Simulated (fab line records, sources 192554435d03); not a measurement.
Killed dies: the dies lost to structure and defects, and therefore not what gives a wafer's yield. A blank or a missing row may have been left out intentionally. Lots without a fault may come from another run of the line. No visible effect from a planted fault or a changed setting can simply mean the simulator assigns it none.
Lot-split experiment -- flow n5-finfet -- on a route of 1938 steps: 7 lots, 39 wafers read

== ABOUT THE SPLIT ==
At N5_HKMG_FIN_HK_ALD_01 (deposits HfO2, target thk 1.6 nm, pulse time 3 s, purge time 3 s), the setting ald-cycles was moved away from the recipe's 30 on 12 of the 39 wafers read, by -16.7% to +16.7%. All remaining wafers had this setting at the recipe value.

== FROM THE SPLIT TO THE READING: what the file shows between them, 4 steps ==
- N5_HKMG_FIN_HK_ANNEAL_02: time 30 s
- N5_HKMG_FIN_ALD_74: deposits La2O3, target thk 0.5 nm, pulse time 6 s, co reactant pulse time 1 s
- N5_HKMG_FIN_WET_ETCH_82: etches La2O3 in dHCl, stops on HfO2, target depth 2 nm, rinse time 30 s
- N5_HKMG_FIN_ALD_36: deposits TiN, target thk 1 nm, pulse time 1 s, purge time 3 s

== THE READING ==
HK_THK, in nm, at N5_HKMG_FIN_THK_MEAS_70 (measures by xrf). Fault-free wafers of this fab line usually give 1.636 nm, standard deviation 0.02 nm.

wafer,"tool, chamber at the split",ald-cycles as run,against the recipe,"HK_THK, nm",against lot-mates on the recipe
L080.1,"ald-hk-01, 3,0,2",30,recipe,1.662,-
L080.2,"ald-hk-01, 3,0,2",30,recipe,1.608,-
L080.3,"ald-hk-01, 3,0,2",30,recipe,1.619,-
L080.4,"ald-hk-01, 1,2,1",35,+16.7%,1.930,+0.300
L080.5,"ald-hk-01, 1,2,1",35,+16.7%,1.951,+0.321
L080.6,"ald-hk-01, 1,2,1",35,+16.7%,1.941,+0.311
L081.1,"ald-hk-02, 2,1,0",30,recipe,1.605,-
L081.2,"ald-hk-02, 3,0,3",25,-16.7%,1.353,-0.265
L081.3,"ald-hk-02, 3,0,3",25,-16.7%,1.328,-0.290
L081.4,"ald-hk-02, 2,1,0",30,recipe,1.621,-
L081.5,"ald-hk-02, 2,1,0",30,recipe,1.627,-
L081.6,"ald-hk-02, 3,0,3",25,-16.7%,1.365,-0.253
L083.1,"ald-hk-03, 3,2,0,1,3,0",30,recipe,1.640,-
L083.2,"ald-hk-03, 3,2,0,1,3,0",30,recipe,1.659,-
L083.3,"ald-hk-03, 3,2,0,1,3,0",30,recipe,1.646,-
L083.4,"ald-hk-03, 3,2,0,1,3,0",30,recipe,1.616,-
L083.5,"ald-hk-03, 3,2,0,1,3,0",30,recipe,1.647,-
L083.6,"ald-hk-03, 3,2,0,1,3,0",30,recipe,1.648,-
L085.1,"ald-hk-01, 3,1,2",35,+16.7%,1.978,+0.324
L085.2,"ald-hk-01, 3,1,2",35,+16.7%,1.901,+0.247
L085.3,"ald-hk-01, 0,2,1",30,recipe,1.632,-
L085.4,"ald-hk-01, 0,2,1",30,recipe,1.657,-
L085.5,"ald-hk-01, 3,1,2",35,+16.7%,1.919,+0.265
L085.6,"ald-hk-01, 0,2,1",30,recipe,1.672,-
L088.1,"ald-hk-01, 2,0,1",30,recipe,1.631,-
L088.4,"ald-hk-01, 2,0,1",30,recipe,1.620,-
L088.5,"ald-hk-01, 2,0,1",30,recipe,1.580,-
L089.1,"ald-hk-02, 2,1,3,0,0,1",30,recipe,1.635,-
L089.2,"ald-hk-02, 2,1,3,0,0,1",30,recipe,1.651,-
L089.3,"ald-hk-02, 2,1,3,0,0,1",30,recipe,1.638,-
L089.4,"ald-hk-02, 2,1,3,0,0,1",30,recipe,1.633,-
L089.5,"ald-hk-02, 2,1,3,0,0,1",30,recipe,1.623,-
L089.6,"ald-hk-02, 2,1,3,0,0,1",30,recipe,1.631,-
L095.1,"ald-hk-03, 0,1,2",28,-6.7%,1.508,-0.115
L095.2,"ald-hk-03, 0,1,2",28,-6.7%,1.505,-0.118
L095.3,"ald-hk-03, 3,0,3",30,recipe,1.623,-
L095.4,"ald-hk-03, 0,1,2",28,-6.7%,1.543,-0.080
L095.5,"ald-hk-03, 3,0,3",30,recipe,1.641,-
L095.6,"ald-hk-03, 3,0,3",30,recipe,1.606,-
The file does not say which wafer passed through which chamber wherever a row lists several chambers: such a row stands for several wafers.

THE FIT
A straight line over all 39 wafers: HK_THK changes by +0.0178 nm for each +1% of ald-cycles; r = +0.99; the points scatter about the line by 0.021 nm.
The same after taking each lot's own level away (the mean of its wafers on the recipe; 39 wafers): +0.0171 nm for each +1%; r = +0.99; scatter 0.019 nm.
That fit puts the effect of the largest move of ald-cycles on the reading at 0.28 nm.
The span of the lots' own levels, 1.6103 to 1.6537 nm, comes to 2.2 times the standard deviation stated above.
Hence the lot-to-lot level has little effect on the slope; both slopes agree.
Check: for one of the wafers moved furthest among these (+16.7%), held out of the fit, the line's prediction against its lot-mates is +0.286 nm. Against them it came out at +0.3 nm.

== THESE WAFERS: OTHER SPLITS ==
Note: prior to the reading, these wafers also went through further splits. Each is held against what the fit with the lots' levels taken away leaves over:
other split on the same wafers,wafers away from the commonest value,r with HK_THK (lot level and that fit taken away)
N5_FIN_SAQP_ETCH_65 time-s,15,-0.02
N5_FIN_CUT_EXPOSE_05 dose-mj,9,-0.03
N5_DUMMY_GATE_HM_DEP_06 time-s,33,-0.01
N5_SD_EPI_N_ETCH_45 target-depth-a,18,-0.44

== THE FILE'S OWN FIT ==
HK_THK changes by +0.0171 nm for each +1% of ald-cycles, r = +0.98.
